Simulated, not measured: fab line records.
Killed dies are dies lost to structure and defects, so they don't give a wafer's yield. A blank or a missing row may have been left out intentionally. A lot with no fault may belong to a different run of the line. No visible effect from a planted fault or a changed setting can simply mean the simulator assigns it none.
Which tool was responsible? | flow nand-harc | Sampling: 6 lots, 18 wafers, 2 of 1159 route steps

## WHAT THE GAUGES SHOWED, per wafer
NHARC_THIN_TSV_CD_MEAS_16.
lot  | measured     | on        | cd-nm (nm)
L170 | day 20 08:15 | cd-sem-01 | 999.2 1002.9 999.1
L173 | day 20 22:14 | cd-sem-02 | 1003.5 1000.2 1002.9
L176 | day 21 10:47 | cd-sem-02 | 999.1 998.7 1000.7
L178 | day 22 01:49 | cd-sem-01 | 997.4 998.0 997.0
L185 | day 24 04:00 | cd-sem-02 | 1002.3 1002.1 1002.2
L189 | day 24 15:40 | cd-sem-01 | 997.7 1001.7 997.5

## WHICH TOOL RAN EACH LOT (tool, then ch and the chambers of the sampled wafers, then the start)
lot  | NHARC_P_STI_ETCH_15
L170 | rie-si-04 ch 0,1, day 3 13:37
L173 | rie-si-05 ch 1,2, day 4 05:28
L176 | rie-si-04 ch 0,2,3, day 4 21:55
L178 | rie-si-05 ch 0,1,2, day 5 14:28
L185 | rie-si-04 ch 0,2,3, day 7 06:17
L189 | rie-si-03 ch 0,1,2, day 8 08:17
- NHARC_P_STI_ETCH_15: etches the open film in HBr/Cl2, target depth 300 nm, time 100.1 s.

## THE ANSWER, worked out from the rows above alone
Rule: the lots themselves supply what counts as usual. The widest of any qualifying gaps counts: lots, ordered by their means at a reading, are off when they make up no more than a third of the lots, leave a main group of 4 or more, and stand apart from it by 3 or more times the standard deviation of that group's means. If all means in a main group match to the digits the tables above print for the reading, that group is not used. Also off: a lot with no number at a reading for which 4 or more lots have one. The other lots that the step has rows for count as sound.
Across all readings shown, no lot is off: no conclusion can be drawn from this.

## WHAT THE SIMULATOR HAD INSERTED
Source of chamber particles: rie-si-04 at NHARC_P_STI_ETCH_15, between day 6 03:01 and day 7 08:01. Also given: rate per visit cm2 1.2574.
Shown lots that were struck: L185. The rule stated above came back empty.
